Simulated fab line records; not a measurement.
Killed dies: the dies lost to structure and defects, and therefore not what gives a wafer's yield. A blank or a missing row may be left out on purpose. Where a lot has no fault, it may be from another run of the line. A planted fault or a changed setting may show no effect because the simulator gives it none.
The tool behind it: which one? | flow n5 finfet | 9 lots, 27 wafers sampled, at 6 steps of a route of 1938

WHAT THE GAUGES SHOWED, per wafer
N5_BEOL_M1_OVL_MEAS_29.
lot  | measured     | on         | V0_OVL (nm)
L965 | day 6 14:35  | overlay-02 | 0.3 -1.0 -0.6
L966 | day 6 14:56  | overlay-02 | -0.4 -1.2 -0.6
L970 | day 8 02:01  | overlay-02 | -1.1 -1.4 -1.4
L975 | day 8 23:35  | overlay-01 | -1.2 -1.0 -1.2
L978 | day 10 02:55 | overlay-01 | -1.3 -0.7 -1.0
L980 | day 10 15:07 | overlay-01 | -0.6 -1.0 -0.5
L981 | day 10 18:09 | overlay-01 | -0.4 -0.7 -1.0
L986 | day 11 21:48 | overlay-01 | -0.1 -0.2 -0.5
L987 | day 12 06:59 | overlay-02 | -1.0 -1.1 -0.3

N5_BEOL_M1_INSPECT_30: inspects for defects (brightfield).
lot  | measured     | on                | raw defect count
L965 | day 6 14:40  | defect inspect-01 | 274 344 379
L966 | day 6 15:00  | defect inspect-02 | 379 517 492
L970 | day 8 02:04  | defect inspect-01 | 385 331 379
L975 | day 8 23:38  | defect inspect-01 | 1329 1481 1693
L978 | day 10 02:58 | defect inspect-02 | 1440 1520 1501
L980 | day 10 15:10 | defect inspect-01 | 479 409 463
L981 | day 10 18:12 | defect inspect-02 | 264 292 338
L986 | day 11 21:52 | defect inspect-02 | 392 392 457
L987 | day 12 07:03 | defect inspect-01 | 335 410 351

N5_BEOL_M4_RC_MEAS_101.
lot  | measured     | on        | DIBL_N (mV/V)  | DIBL_P (mV/V)  | IOFF_N (nA/um) | IOFF_P (nA/um) | ION_N (uA/um) | ION_P (uA/um) | SS_N (mV/dec)  | SS_P (mV/dec)  | VT_N (mV)   | VT_P (mV)
L965 | day 8 07:29  | prober-01 | 35.8 33.8 35.6 | 35.9 32.6 34.7 | 0.15 0.11 0.15 | 0.24 0.19 0.22 | 678 659 672   | 477 464 470   | 71.1 70.3 71.3 | 73.3 72.6 72.8 | 249 253 248 | -246 -251 -247
L966 | day 8 11:39  | prober-02 | 35.8 35.9 38.0 | 36.9 35.7 39.7 | 0.15 0.15 0.19 | 0.22 0.19 0.27 | 678 664 675   | 470 457 469   | 71.6 71.4 72.2 | 73.6 72.8 74.3 | 248 249 249 | -250 -252 -249
L970 | day 10 01:50 | prober-02 | 36.2 35.3 37.4 | 36.8 34.3 39.0 | 0.15 0.12 0.18 | 0.20 0.17 0.23 | 654 665 671   | 455 461 458   | 72.1 71.8 71.7 | 73.0 72.3 74.2 | 252 255 248 | -251 -253 -250
L975 | day 10 22:03 | prober-01 | 35.3 36.7 36.0 | 35.8 37.5 36.4 | 0.15 0.18 0.15 | 0.24 0.27 0.24 | 675 681 677   | 474 474 471   | 71.6 72.1 71.7 | 72.6 73.8 73.5 | 250 247 250 | -246 -243 -247
L978 | day 12 14:43 | prober-01 | 34.1 35.1 34.9 | 34.8 36.3 35.6 | 0.13 0.14 0.13 | 0.16 0.18 0.17 | 669 668 656   | 455 459 444   | 71.1 70.8 70.9 | 72.4 72.5 73.1 | 252 252 254 | -256 -256 -255
L980 | day 12 12:28 | prober-02 | 34.2 33.3 36.3 | 33.8 32.6 36.6 | 0.13 0.13 0.17 | 0.18 0.17 0.23 | 647 657 665   | 455 459 457   | 70.6 70.6 72.2 | 72.7 72.4 73.4 | 253 251 248 | -253 -251 -250
L981 | day 12 09:08 | prober-02 | 34.6 35.1 36.8 | 34.6 35.6 38.2 | 0.12 0.13 0.15 | 0.18 0.19 0.23 | 661 667 679   | 458 461 470   | 71.6 71.1 72.1 | 72.5 72.6 73.9 | 254 254 251 | -253 -250 -250
L986 | day 14 11:01 | prober-02 | 33.9 35.4 34.7 | 34.4 37.0 36.1 | 0.12 0.14 0.13 | 0.17 0.20 0.19 | 661 679 669   | 464 466 466   | 70.6 70.3 70.5 | 71.7 72.9 72.2 | 254 253 254 | -253 -249 -252
L987 | day 15 03:51 | prober-02 | 38.7 36.5 34.7 | 39.5 37.2 35.7 | 0.20 0.16 0.13 | 0.25 0.22 0.20 | 694 679 661   | 469 470 465   | 72.4 72.2 71.4 | 73.6 73.4 72.2 | 244 250 252 | -246 -247 -252

EACH LOT AND THE TOOL THAT RAN IT (in order: tool; ch and the chambers of the sampled wafers; start)
lot  | N5_BEOL_M0_DEP_125              | N5_BEOL_M1_ETCH_63                 | N5_BEOL_M1_STRIP_66
L965 | pecvd-03 ch 0,1, day 6 10:19    | rie diel-05 ch 1,2, day 6 13:46    | rie diel-05 ch 1,2, day 6 13:56
L966 | pecvd-03 ch 0,1, day 6 11:49    | rie diel-05 ch 0,1, day 6 14:00    | rie diel-05 ch 0,1, day 6 14:09
L970 | pecvd-01 ch 0,1, day 7 21:25    | rie diel-04 ch 0,2, day 8 01:10    | rie diel-04 ch 0,2, day 8 01:19
L975 | pecvd-04 ch 1,2, day 8 20:44    | rie diel-05 ch 0,1,3, day 8 22:43  | rie diel-05 ch 0,1,3, day 8 22:52
L978 | pecvd-01 ch 0,1, day 10 00:38   | rie diel-05 ch 0,2,3, day 10 01:58 | rie diel-05 ch 0,2,3, day 10 02:07
L980 | pecvd-03 ch 0,2, day 10 12:38   | rie diel-04 ch 0,1,2, day 10 14:15 | rie diel-04 ch 0,1,2, day 10 14:25
L981 | pecvd-01 ch 0,1, day 10 13:05   | rie diel-04 ch 0,2, day 10 17:10   | rie diel-04 ch 0,2, day 10 17:19
L986 | pecvd-04 ch 0,1,2, day 11 18:02 | rie diel-04 ch 1,3, day 11 20:53   | rie diel-04 ch 1,3, day 11 21:03
L987 | pecvd-01 ch 0,2, day 12 04:54   | rie diel-05 ch 0,2, day 12 06:08   | rie diel-05 ch 0,2, day 12 06:18
- N5_BEOL_M0_DEP_125: deposits SiCN from 3MS/NH3, target thk 8 nm, time 14 s.
- N5_BEOL_M1_ETCH_63: etches SiARC in CF4, target depth 15.6 nm, time 26 s.
- N5_BEOL_M1_STRIP_66: strips in CF4.

AS READ BY THE TOOLS THEMSELVES (means over the sampled wafers that have a number; for cases with no such wafer, the mark the record gives instead)
N5_BEOL_M0_DEP_125.
lot  | tool     | showerhead plenum p Torr (Torr) | throttle valve pct (%)
L965 | pecvd-03 | 3.682                           | 9.4
L966 | pecvd-03 | 3.679                           | 9.2
L970 | pecvd-01 | 3.670                           | 8.9
L975 | pecvd-04 | 3.653                           | 8.9
L978 | pecvd-01 | 3.670                           | 9.0
L980 | pecvd-03 | 3.670                           | 8.9
L981 | pecvd-01 | 3.676                           | 9.1
L986 | pecvd-04 | 3.657                           | 9.5
L987 | pecvd-01 | 3.673                           | 8.4

N5_BEOL_M1_ETCH_63.
lot  | tool        | drypump motor current A (A) | etch rf on time s (s) | oes product au (a.u.) | rf vpp V (V) | showerhead plenum p Torr (Torr) | throttle valve pct (%)
L965 | rie diel-05 | 5.4                         | 27.1                  | 0.62                  | 183.9        | 2.13                            | 15.56
L966 | rie diel-05 | 5.6                         | 27.3                  | 0.60                  | 184.5        | 2.15                            | 15.72
L970 | rie diel-04 | 6.4                         | 25.2                  | 0.61                  | 183.4        | 2.07                            | 15.65
L975 | rie diel-05 | 5.7                         | 26.5                  | 0.62                  | 184.2        | 2.15                            | 15.73
L978 | rie diel-05 | 5.6                         | 26.2                  | 0.62                  | 183.8        | 2.15                            | 15.68
L980 | rie diel-04 | 6.0                         | 25.6                  | 0.62                  | 183.7        | 2.11                            | 15.77
L981 | rie diel-04 | 6.4                         | 25.4                  | 0.60                  | 183.3        | 2.07                            | 15.67
L986 | rie diel-04 | 5.2                         | 25.9                  | 0.78                  | 183.7        | 2.12                            | 15.56
L987 | rie diel-05 | 5.4                         | 26.3                  | 0.60                  | 184.4        | 2.15                            | 15.65

N5_BEOL_M1_STRIP_66.
lot  | tool        | drypump motor current A (A) | oes product au (a.u.) | power w (W) | rf vpp V (V) | showerhead plenum p Torr (Torr) | throttle valve pct (%)
L965 | rie diel-05 | 5.3                         | 0.73                  | 300.0       | 270.3        | 1.78                            | 13.54
L966 | rie diel-05 | 5.6                         | 0.72                  | 299.8       | 271.0        | 1.81                            | 13.72
L970 | rie diel-04 | 6.4                         | 0.70                  | 299.7       | 270.1        | 1.73                            | 13.63
L975 | rie diel-05 | 5.7                         | 0.72                  | 300.1       | 272.3        | 1.81                            | 13.74
L978 | rie diel-05 | 5.7                         | 0.72                  | 299.5       | 271.7        | 1.80                            | 13.69
L980 | rie diel-04 | 6.0                         | 0.72                  | 300.7       | 270.1        | 1.76                            | 13.75
L981 | rie diel-04 | 6.4                         | 0.68                  | 299.5       | 269.7        | 1.73                            | 13.66
L986 | rie diel-04 | 5.1                         | 0.89                  | 299.3       | 270.3        | 1.77                            | 13.50
L987 | rie diel-05 | 5.5                         | 0.70                  | 299.6       | 272.0        | 1.80                            | 13.65

THE ANSWER, worked out from the rows above alone
Rule: the usual values come from the lots themselves. The widest of any qualifying gaps counts: lots, ordered by their means at a reading, are off when they make up no more than a third of the lots, leave a main group of 4 or more, and stand apart from it by 3 or more times the standard deviation of that group's means. A main group is skipped when, at the precision printed for the reading in the tables above, its means are all equal. Also off: a lot with no number at a reading for which 4 or more lots have one. The other lots that the step has rows for count as sound. After the gauges, taken in route order, come the tools' own readings; for these a lot's mean is taken, as printed above. At the first step where some lot is off, the reading lying furthest off is the one used; lots without a number count as furthest.
Off at N5_BEOL_M1_INSPECT_30 (raw defect count): L975, L978. Mean 384 and standard deviation 56 in the main group.
If a tool, at a process step before that reading, ran all the lots that are off and no sound lot after the first of them, it fits. The gauges at N5_BEOL_M1_INSPECT_30 are tried like those tools. Of those tried, none fits.

WHAT HAD BEEN PUT IN BY THE SIMULATOR
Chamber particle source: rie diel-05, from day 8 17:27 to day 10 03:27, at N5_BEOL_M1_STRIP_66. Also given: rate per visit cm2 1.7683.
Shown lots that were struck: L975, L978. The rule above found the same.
